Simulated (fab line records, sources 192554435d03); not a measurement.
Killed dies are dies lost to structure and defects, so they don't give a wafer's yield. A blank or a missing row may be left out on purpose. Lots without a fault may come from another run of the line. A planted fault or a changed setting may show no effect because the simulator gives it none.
fab line records | flow n5_finfet | part 1 of 2: steps 1 to 4 of 6
record lots=24 wafers=72 last_day=18
route steps=1938 shown FIN_SAQP@128 FIN_CUT@174 STI_FIN_REVEAL@189
lots that met no fault: from a run of the same line without faults
start_h: hours from the record's first day to the start of the lot's first wafer shown | wait_h: hours since the lot's step before | " the same as in the row above | L1.1+2: a row that stands for several wafers | - no value, or no start given | * or withheld: withheld | < > ~ a bound
route shown NAME@n: a module of which the file shows steps, and the number in the route of the first | usual: mean/standard deviation of fault-free wafers | same: alike in all rows | chamber/n: place in a boat | sites: the reading at each site | _std_site: their standard deviation | _edge_site: outer sites' mean less inner sites' | radius_mm: how far each site lies from the wafer's centre | mask NAME#n: copy n | behind: the tool/chamber that last shaped the wafer | hold: why the lot was held/for how many hours/how that ended | device: the transistor (n, p or np) that didn't switch | end of line: the same wafers' tests at the end of the route | a step without rows: its recipe alone | killed: dies lost to structure and defects at the first sort, not the wafer's yield | map: a wafer's dies, x killed, . not, _ none there
set.NAME: the setting as run; set.NAME@STEP: as run at that earlier step | model.NAME: the simulator's own value behind a step, which no gauge read
steps of the route over a sample of lots; a table a step, a row a wafer
services: from which hour (start_h, from the record's first day; less than 0 if before it) a tool's chamber was out of use, for how many hours, and why
## steps
# step N5_FIN_SAQP_CD_MEAS_27
# recipe target_cd_nm=20 landing_energy_ev=1000 detector=se_inlens polarity=line
# usual cd_nm=20.25/0.25
# columns lot.wafer tool chamber start_h wait_h cd_nm
L074.1 cd_sem-02 0 26.33 0.1 20.22
L074.4 " 0 " " 20.16
L074.6 " 0 " " 20.39
L075.3 cd_sem-01 0 30.35 0.1 20.45
L075.4 " 0 " " 20.41
L075.5 " 0 " " 20.06
L076.3 cd_sem-01 0 37.12 0.1 20.61
L076.4 " 0 " " 20.22
L076.6 " 0 " " 20.25
L077.3 cd_sem-02 0 41.85 0.1 20.59
L077.4 " 0 " " 20.26
L077.6 " 0 " " 20.44
L078.2 cd_sem-01 0 48.44 0.1 20.24
L078.4 " 0 " " 20.56
L078.6 " 0 " " 20.33
L079.1 cd_sem-02 0 54.06 0.1 20.50
L079.2 " 0 " " 20.37
L079.4 " 0 " " 20.26
L080.1 cd_sem-03 0 60.21 0.1 20.32
L080.3 " 0 " " 20.05
L080.6 " 0 " " 20.18
L081.2 cd_sem-01 0 65.88 0.1 20.39
L081.4 " 0 " " 20.11
L081.6 " 0 " " 19.98
L082.1 cd_sem-01 0 72.75 0.1 20.34
L082.2 " 0 " " 20.45
L082.6 " 0 " " 20.43
L083.1 cd_sem-02 0 78.15 0.1 20.34
L083.4 " 0 " " 20.35
L083.5 " 0 " " 20.30
L084.3 cd_sem-01 0 83.87 0.1 20.56
L084.5 " 0 " " 20.49
L084.6 " 0 " " 20.06
L085.2 cd_sem-02 0 90.85 0.1 20.59
L085.4 " 0 " " 20.18
L085.5 " 0 " " 20.57
L086.1 cd_sem-01 0 96.58 0.1 20.22
L086.3 " 0 " " 20.27
L086.5 " 0 " " 20.22
L087.3 cd_sem-03 0 102.72 0.1 20.60
L087.4 " 0 " " 20.90
L087.6 " 0 " " 20.64
L088.2 cd_sem-03 0 114.43 0.1 20.58
L088.5 " 0 " " 20.45
L088.6 " 0 " " 20.44
L089.4 cd_sem-02 0 114.51 0.1 19.79
L089.5 " 0 " " 20.21
L089.6 " 0 " " 21.12
L090.1 cd_sem-03 0 120.38 0.1 20.35
L090.3 " 0 " " 20.06
L090.5 " 0 " " 20.28
L091.1 cd_sem-01 0 127.93 0.1 19.86
L091.2 " 0 " " 20.02
L091.3 " 0 " " 20.59
L092.3 cd_sem-02 0 132.46 0.1 20.45
L092.5 " 0 " " 20.12
L092.6 " 0 " " 19.95
L093.2 cd_sem-01 0 139.90 0.1 20.14
L093.5 " 0 " " 20.44
L093.6 " 0 " " 20.00
L094.1 cd_sem-02 0 145.05 0.1 20.45
L094.4 " 0 " " 20.31
L094.6 " 0 " " 20.24
L095.1 cd_sem-03 0 152.33 0.1 20.11
L095.3 " 0 " " 20.21
L095.4 " 0 " " 20.17
L096.2 cd_sem-02 0 159.94 0.1 19.96
L096.4 " 0 " " 19.91
L096.6 " 0 " " 19.60
L097.1 cd_sem-03 0 165.61 0.1 20.06
L097.5 " 0 " " 19.89
L097.6 " 0 " " 20.41
# step N5_FIN_SAQP_MANDREL_ETCH_58
# recipe chemistry=HBr/Cl2 target=a-Si target_depth_a=450 bt_time_s=10 stop_on=SiNx mask_material=SiO2 over_etch_frac=0.8 time_s=27 pressure_mtorr=10 icp_w=800 bias_w=75 HBr_flow_sccm=150 Cl2_flow_sccm=80 ends=end_point
# usual drypump_motor_current_A=5.6/0.58 oes_product_au=0.695/0.013 throttle_valve_pct=35.7/0.31
# columns lot.wafer tool chamber start_h wait_h drypump_motor_current_A oes_product_au rf_hours_counter_h throttle_valve_pct
L074.1 rie_si-01 3 26.57 0.0 6.6 0.681 80 35.7
L074.4 " 2 " " 5.7 0.711 119 35.8
L074.6 " 3 " " 6.6 0.686 - 35.7
L075.3 rie_si-03 3 30.54 0.0 5.2 0.689 42 35.5
L075.4 " 0 " " 5.6 0.709 106 36.0
L075.5 " 1 " " 5.4 0.705 - 35.0
L076.3 rie_si-04 2 37.38 0.0 6.5 0.705 141 35.8
L076.4 " 1 " " 4.8 0.686 130 35.3
L076.6 " 1 " " 4.8 0.682 - 35.3
L077.3 rie_si-04 0 42.03 0.0 6.0 0.693 201 35.8
L077.4 " 3 " " 5.5 0.691 127 35.9
L077.6 " 0 " " 6.0 0.680 - 35.7
L078.2 rie_si-04 3 48.63 0.0 5.5 0.706 127 35.9
L078.4 " 0 " " 6.0 0.681 201 35.8
L078.6 " 3 " " 5.5 0.701 - 35.9
L079.1 rie_si-04 0 54.25 0.0 6.0 0.675 201 35.8
L079.2 " 3 " " 5.5 0.681 127 35.9
L079.4 " 1 " " 4.8 0.682 130 35.3
L080.1 rie_si-03 0 60.40 0.0 5.7 0.688 107 36.0
L080.3 " 1 " " 5.4 0.701 202 35.0
L080.6 " 2 " " 4.9 0.721 - 36.3
L081.2 rie_si-04 0 66.07 0.0 6.0 0.682 202 35.8
L081.4 " 3 " " 5.5 0.719 - 35.9
L081.6 " 2 " " 6.5 0.691 - 35.8
L082.1 rie_si-01 0 72.94 0.0 6.1 0.708 132 35.3
L082.2 " 3 " " 6.6 0.681 81 35.7
L082.6 " 3 " " 6.6 0.692 - 35.7
L083.1 rie_si-04 3 78.36 0.0 5.5 0.688 128 35.9
L083.4 " 2 " " 6.5 0.692 - 35.8
L083.5 " 3 " " 5.5 0.693 - 35.9
L084.3 rie_si-03 1 84.16 0.0 5.5 0.697 0 35.4
L084.5 " 3 " " 5.2 0.692 - 35.5
L084.6 " 0 " " 5.6 0.697 - 36.0
L085.2 rie_si-03 2 91.04 0.0 4.9 0.726 192 36.3
L085.4 " 2 " " 4.9 0.715 - 36.3
L085.5 " 0 " " 5.6 0.696 - 36.0
L086.1 rie_si-01 2 96.77 0.0 5.7 0.707 121 35.8
L086.3 " 3 " " 6.6 0.675 82 35.7
L086.5 " 2 " " 5.7 0.712 - 35.7
L087.3 rie_si-04 0 103.07 0.0 6.0 0.688 0 35.4
L087.4 " 1 " " 4.8 0.675 131 35.3
L087.6 " 1 " " 4.8 0.679 - 35.3
L088.2 rie_si-03 2 114.61 0.0 4.9 0.714 193 36.3
L088.5 " 3 " " 5.2 0.703 - 35.5
L088.6 " 2 " " 5.0 0.726 - 36.3
L089.4 rie_si-04 2 114.69 0.0 6.6 0.685 143 35.8
L089.5 " 1 " " 4.8 0.686 - 35.3
L089.6 " 2 " " 6.6 0.696 - 35.8
L090.1 rie_si-04 1 120.57 0.0 4.8 0.679 132 35.3
L090.3 " 3 " " 5.5 0.693 128 35.9
L090.5 " 1 " " 4.9 0.679 - 35.3
L091.1 rie_si-03 0 128.39 0.0 5.6 0.689 108 36.0
L091.2 " 1 " " 5.5 0.699 1 35.4
L091.3 " 2 " " 4.9 0.710 193 36.3
L092.3 rie_si-03 2 132.64 0.0 5.0 0.720 193 36.3
L092.5 " 1 " " 5.4 0.708 - 35.4
L092.6 " 0 " " 5.6 0.701 - 36.0
L093.2 rie_si-03 2 140.11 0.0 4.9 0.723 193 36.3
L093.5 " 0 " " 5.7 0.707 - 36.0
L093.6 " 1 " " 5.5 0.706 - 35.4
L094.1 rie_si-04 3 145.24 0.0 5.5 0.704 129 35.9
L094.4 " 1 " " 4.8 0.687 132 35.3
L094.6 " 2 " " 6.6 0.690 - 35.9
L095.1 rie_si-04 2 152.64 0.0 6.5 0.679 144 35.9
L095.3 " 0 " " 5.9 0.688 1 35.4
L095.4 " 1 " " 4.9 0.676 132 35.3
L096.2 rie_si-01 0 160.58 0.0 6.1 0.706 134 35.3
L096.4 " 1 " " 4.7 0.689 187 35.4
L096.6 " 2 " " 5.7 0.712 - 35.8
L097.1 rie_si-04 3 165.81 0.0 5.5 0.701 129 35.9
L097.5 " 3 " " 5.5 0.715 - 35.9
L097.6 " 0 " " 6.0 0.686 - 35.4
# step N5_FIN_SAQP_SPACER2_ETCHBACK_29
# recipe chemistry=CHF3/O2 mode=anisotropic_etchback target=SiO2 target_depth_a=122 time_s=6.1 pressure_mtorr=30 source_w=650 bias_w=170 Ar_flow_sccm=200 CHF3_flow_sccm=50 O2_flow_sccm=5 ion_energy_ev=200
# usual drypump_motor_current_A=5.7/0.6 oes_o_777_au=0.77/0.069 oes_product_au=0.77/0.07 rf_vpp_V=529/10 showerhead_plenum_p_Torr=2.39/0.078 throttle_valve_pct=19.0/0.31
# columns lot.wafer tool chamber start_h wait_h drypump_motor_current_A oes_o_777_au oes_product_au rf_hours_counter_h rf_vpp_V showerhead_plenum_p_Torr throttle_valve_pct
L074.1 rie_diel-05 3 28.46 0.2 5.4 0.96 0.96 2 532 2.38 18.7
L074.4 " 2 " " 6.3 0.76 0.76 149 522 2.42 19.2
L074.6 " 1 " " 6.7 0.82 0.83 - 535 2.46 18.5
L075.3 rie_diel-05 0 33.71 0.3 6.4 0.85 0.89 56 537 2.46 18.9
L075.4 " 3 " " 5.5 0.96 0.96 3 532 2.38 18.7
L075.5 " 0 " " 6.5 0.86 0.87 - 537 2.46 18.9
L076.3 rie_diel-05 1 38.60 0.2 6.7 0.82 0.82 66 535 2.46 18.5
L076.4 " 2 " " 6.3 0.76 0.75 151 522 2.42 19.2
L076.6 " 1 " " 6.7 0.82 0.81 - 536 2.46 18.5
L077.3 rie_diel-06 2 44.33 0.2 4.9 0.70 0.71 167 533 2.51 19.3
L077.4 " 3 " " 5.0 0.75 0.76 135 527 2.33 18.5
L077.6 " 3 " " 5.0 0.76 0.75 - 527 2.33 18.5
L078.2 rie_diel-05 0 49.80 0.2 6.4 0.86 0.88 61 538 2.46 18.9
L078.4 " 1 " " 6.6 0.81 0.82 70 534 2.46 18.5
L078.6 " 1 " " 6.6 0.82 0.81 - 536 2.46 18.6
L079.1 rie_diel-06 0 55.54 0.2 5.8 0.72 0.72 181 508 2.29 19.1
L079.2 " 3 " " 5.0 0.76 0.75 139 526 2.33 18.5
L079.4 " 3 " " 5.0 0.76 0.77 - 527 2.33 18.5
L080.1 rie_diel-06 3 61.57 0.2 5.0 0.76 0.76 141 527 2.32 18.5
L080.3 " 2 " " 4.9 0.69 0.71 169 534 2.51 19.3
L080.6 " 3 " " 5.0 0.76 0.76 - 528 2.32 18.5
L081.2 rie_diel-02 3 67.47 0.2 5.7 0.79 0.75 163 520 2.42 19.1
L081.4 " 1 " " 6.7 0.86 0.88 37 516 2.57 18.6
L081.6 " 0 " " 5.7 0.82 0.82 - 544 2.42 18.9
L082.1 rie_diel-05 3 74.17 0.2 5.5 0.91 0.92 16 532 2.37 18.7
L082.2 " 2 " " 6.3 0.76 0.73 164 520 2.42 19.2
L082.6 " 1 " " 6.6 0.82 0.80 - 535 2.46 18.6
L083.1 rie_diel-06 1 79.74 0.2 5.5 0.73 0.74 150 543 2.31 19.2
L083.4 " 2 " " 4.9 0.70 0.70 175 533 2.51 19.3
L083.5 " 1 " " 5.5 0.73 0.74 - 541 2.31 19.3
L084.3 rie_diel-05 1 85.35 0.2 6.7 0.80 0.80 82 534 2.46 18.6
L084.5 " 3 " " 5.4 0.91 0.90 - 532 2.37 18.7
L084.6 " 2 " " 6.3 0.75 0.73 - 522 2.42 19.2
L085.2 rie_diel-06 2 93.31 0.2 4.9 0.70 0.70 180 534 2.50 19.4
L085.4 " 0 " " 5.7 0.71 0.71 193 508 2.29 19.1
L085.5 " 3 " " 5.0 0.75 0.75 - 525 2.32 18.5
L086.1 rie_diel-06 0 99.36 0.2 5.8 0.70 0.71 195 509 2.28 19.1
L086.3 " 3 " " 5.0 0.74 0.74 153 526 2.32 18.5
L086.5 " 0 " " 5.8 0.70 0.71 - 509 2.28 19.1
L087.3 rie_diel-05 1 104.30 0.2 6.7 0.80 0.79 88 535 2.45 18.6
L087.4 " 0 " " 6.4 0.83 0.85 - 536 2.45 19.0
L087.6 " 2 " " 6.3 0.74 0.73 - 521 2.41 19.2
L088.2 rie_diel-06 3 115.82 0.2 5.0 0.74 0.73 159 528 2.32 18.5
L088.5 " 1 " " 5.5 0.73 0.72 - 541 2.31 19.3
L088.6 " 2 " " 4.9 0.69 0.70 - 533 2.50 19.4
L089.4 rie_diel-05 1 116.25 0.4 6.7 0.79 0.79 93 536 2.45 18.6
L089.5 " 0 " " 6.4 0.82 0.84 - 537 2.45 19.0
L089.6 " 3 " " 5.5 0.89 0.87 - 534 2.37 18.8
L090.1 rie_diel-05 2 123.63 0.2 6.3 0.74 0.72 181 521 2.41 19.2
L090.3 " 1 " " 6.7 0.80 0.78 95 535 2.45 18.6
L090.5 " 3 " " 5.4 0.88 0.86 - 530 2.36 18.7
L091.1 rie_diel-05 1 129.57 0.2 6.7 0.79 0.79 98 535 2.45 18.6
L091.2 " 0 " " 6.4 0.82 0.84 88 536 2.45 18.9
L091.3 " 3 " " 5.5 0.88 0.86 35 531 2.36 18.7
L092.3 rie_diel-06 2 133.96 0.2 4.9 0.68 0.69 191 534 2.50 19.4
L092.5 " 3 " " 5.0 0.75 0.73 - 527 2.32 18.5
L092.6 " 0 " " 5.8 0.70 0.70 - 507 2.28 19.1
L093.2 rie_diel-02 2 141.56 0.3 6.1 0.77 0.80 95 532 2.43 18.9
L093.5 " 0 " " 5.7 0.80 0.80 - 543 2.41 18.9
L093.6 " 1 " " 6.7 0.82 0.84 - 515 2.56 18.6
L094.1 rie_diel-06 1 146.40 0.2 5.5 0.71 0.71 175 541 2.30 19.3
L094.4 " 2 " " 4.9 0.69 0.68 - 534 2.50 19.4
L094.6 " 3 " " 5.1 0.74 0.73 - 527 2.31 18.5
L095.1 rie_diel-06 1 155.56 0.4 5.5 0.71 0.70 181 543 2.30 19.3
L095.3 " 2 " " 4.9 0.67 0.68 203 533 2.50 19.4
L095.4 " 2 " " 4.9 0.67 0.68 - 533 2.50 19.4
L096.2 rie_diel-06 1 161.75 0.2 5.5 0.71 0.71 184 540 2.30 19.3
L096.4 " 0 " " 5.7 0.70 0.70 210 508 2.28 19.1
L096.6 " 3 " " 5.0 0.73 0.73 - 525 2.31 18.5
L097.1 rie_diel-06 3 167.02 0.2 5.0 0.73 0.73 176 527 2.31 18.5
L097.5 " 0 " " 5.8 0.69 0.69 - 508 2.28 19.1
L097.6 " 1 " " 5.5 0.70 0.72 - 543 2.30 19.3
# step N5_FIN_CUT_CUT_ETCH_27
# recipe chemistry=CHF3/O2 target=SiO2 target_depth_a=40 mask_material=SOC overetch_a=20 time_s=4.9 pressure_mtorr=30 source_w=650 bias_w=170 Ar_flow_sccm=200 CHF3_flow_sccm=50 O2_flow_sccm=5 ion_energy_ev=200
# usual drypump_motor_current_A=5.8/0.71 oes_o_777_au=0.80/0.074 oes_product_au=0.63/0.055 rf_vpp_V=526/12 showerhead_plenum_p_Torr=2.41/0.063 throttle_valve_pct=18.69/0.15
# columns lot.wafer tool chamber start_h wait_h drypump_motor_current_A oes_o_777_au oes_product_au rf_hours_counter_h rf_vpp_V showerhead_plenum_p_Torr throttle_valve_pct
L074.1 rie_diel-03 3 30.20 0.0 6.4 0.75 0.59 159 509 2.39 18.71
L074.4 " 3 " " 6.4 0.75 0.60 - 507 2.39 18.70
L074.6 " 2 " " 6.6 0.82 0.63 - 500 2.32 18.79
L075.3 rie_diel-04 0 35.66 0.0 5.3 0.76 0.60 148 538 2.49 18.61
L075.4 " 1 " " 4.7 0.78 0.61 111 533 2.52 18.59
L075.5 " 1 " " 4.7 0.77 0.62 - 532 2.52 18.58
L076.3 rie_diel-04 1 40.28 0.0 4.7 0.78 0.62 112 533 2.52 18.58
L076.4 " 3 " " 6.8 0.89 0.71 20 539 2.36 18.60
L076.6 " 1 " " 4.7 0.78 0.61 - 532 2.52 18.59
L077.3 rie_diel-01 3 46.25 0.0 6.5 0.97 0.77 2 512 2.38 18.69
L077.4 " 1 " " 4.9 0.72 0.58 160 531 2.31 18.82
L077.6 " 3 " " 6.4 0.97 0.77 - 512 2.38 18.70
L078.2 rie_diel-01 3 51.49 0.0 6.4 0.96 0.76 4 511 2.38 18.69
L078.4 " 2 " " 5.2 0.73 0.60 123 532 2.43 18.53
L078.6 " 1 " " 4.9 0.72 0.58 - 530 2.31 18.83
L079.1 rie_diel-01 0 57.24 0.0 5.6 0.86 0.66 85 523 2.45 18.85
L079.2 " 1 " " 4.9 0.72 0.58 164 533 2.31 18.82
L079.4 " 2 " " 5.2 0.74 0.60 124 532 2.43 18.55
L080.1 rie_diel-01 1 63.46 0.0 4.9 0.72 0.58 165 531 2.31 18.82
L080.3 " 2 " " 5.2 0.73 0.60 126 533 2.43 18.53
L080.6 " 2 " " 5.2 0.73 0.60 - 532 2.43 18.54
L081.2 rie_diel-04 2 69.17 0.0 6.5 0.71 0.56 236 539 2.37 18.86
L081.4 " 3 " " 6.7 0.87 0.70 29 540 2.36 18.60
L081.6 " 2 " " 6.5 0.71 0.57 - 535 2.37 18.87
L082.1 rie_diel-01 3 75.85 0.0 6.4 0.92 0.74 11 512 2.38 18.73
L082.2 " 0 " " 5.6 0.85 0.66 91 524 2.45 18.89
L082.6 " 3 " " 6.4 0.93 0.73 - 512 2.38 18.71
L083.1 rie_diel-03 2 81.64 0.0 6.6 0.80 0.62 145 499 2.31 18.83
L083.4 " 1 " " 5.3 0.89 0.72 - 515 2.46 18.32
L083.5 " 2 " " 6.6 0.81 0.62 - 499 2.31 18.84
L084.3 rie_diel-04 1 87.27 0.0 4.7 0.77 0.60 126 532 2.51 18.61
L084.5 " 2 " " 6.5 0.71 0.55 - 536 2.37 18.90
L084.6 " 3 " " 6.7 0.87 0.69 - 540 2.35 18.62
L085.2 rie_diel-03 0 95.12 0.0 6.4 0.82 0.67 65 522 2.42 18.50
L085.4 " 2 " " 6.6 0.80 0.62 150 500 2.31 18.83
L085.5 " 1 " " 5.3 0.88 0.71 - 515 2.46 18.31
L086.1 rie_diel-04 3 101.06 0.0 6.7 0.86 0.69 37 541 2.35 18.63
L086.3 " 1 " " 4.7 0.76 0.61 130 532 2.51 18.61
L086.5 " 1 " " 4.7 0.76 0.60 - 532 2.51 18.61
L087.3 rie_diel-04 2 106.20 0.0 6.5 0.70 0.56 245 536 2.37 18.87
L087.4 " 0 " " 5.4 0.75 0.59 167 538 2.48 18.62
L087.6 " 1 " " 4.7 0.75 0.60 - 532 2.51 18.61
L088.2 rie_diel-01 1 117.75 0.0 4.9 0.71 0.57 179 530 2.30 18.85
L088.5 " 3 " " 6.4 0.90 0.72 - 514 2.37 18.74
L088.6 " 0 " " 5.6 0.83 0.64 - 524 2.44 18.90
L089.4 rie_diel-01 0 118.36 0.0 5.6 0.83 0.65 102 525 2.44 18.89
L089.5 " 3 " " 6.4 0.90 0.71 - 513 2.37 18.72
L089.6 " 0 " " 5.6 0.84 0.64 - 524 2.44 18.90
L090.1 rie_diel-04 1 125.33 0.0 4.7 0.75 0.60 140 530 2.51 18.63
L090.3 " 0 " " 5.4 0.74 0.58 174 537 2.48 18.63
L090.5 " 1 " " 4.7 0.75 0.60 - 531 2.51 18.65
L091.1 rie_diel-04 0 131.38 0.0 5.4 0.73 0.58 176 540 2.48 18.64
L091.2 " 3 " " 6.7 0.84 0.68 47 540 2.35 18.66
L091.3 " 1 " " 4.7 0.75 0.59 142 533 2.51 18.64
L092.3 rie_diel-03 2 135.77 0.0 6.6 0.80 0.60 162 498 2.31 18.85
L092.5 " 1 " " 5.3 0.86 0.69 - 515 2.46 18.33
L092.6 " 0 " " 6.4 0.80 0.65 - 521 2.42 18.52
L093.2 rie_diel-03 3 143.47 0.0 6.5 0.72 0.58 194 510 2.37 18.77
L093.5 " 0 " " 6.4 0.80 0.65 - 522 2.42 18.51
L093.6 " 1 " " 5.3 0.86 0.68 - 514 2.46 18.34
L094.1 rie_diel-04 2 149.11 0.0 6.5 0.95 0.74 3 536 2.36 18.44
L094.4 " 3 " " 6.7 0.85 0.67 53 541 2.35 18.66
L094.6 " 0 " " 5.4 0.73 0.57 - 537 2.48 18.66
L095.1 rie_diel-01 3 157.43 0.0 6.4 0.87 0.69 36 511 2.37 18.77
L095.3 " 0 " " 5.6 0.82 0.64 116 525 2.44 18.91
L095.4 " 2 " " 5.2 0.71 0.59 152 531 2.42 18.58
L096.2 rie_diel-01 1 163.74 0.0 4.9 0.70 0.57 192 530 2.30 18.87
L096.4 " 2 " " 5.2 0.71 0.58 - 529 2.42 18.57
L096.6 " 0 " " 5.6 0.81 0.63 - 523 2.43 18.92
L097.1 rie_diel-01 3 168.70 0.0 6.4 0.87 0.69 38 511 2.37 18.75
L097.5 " 2 " " 5.2 0.71 0.58 - 531 2.42 18.60
L097.6 " 3 " " 6.4 0.88 0.70 - 512 2.37 18.76
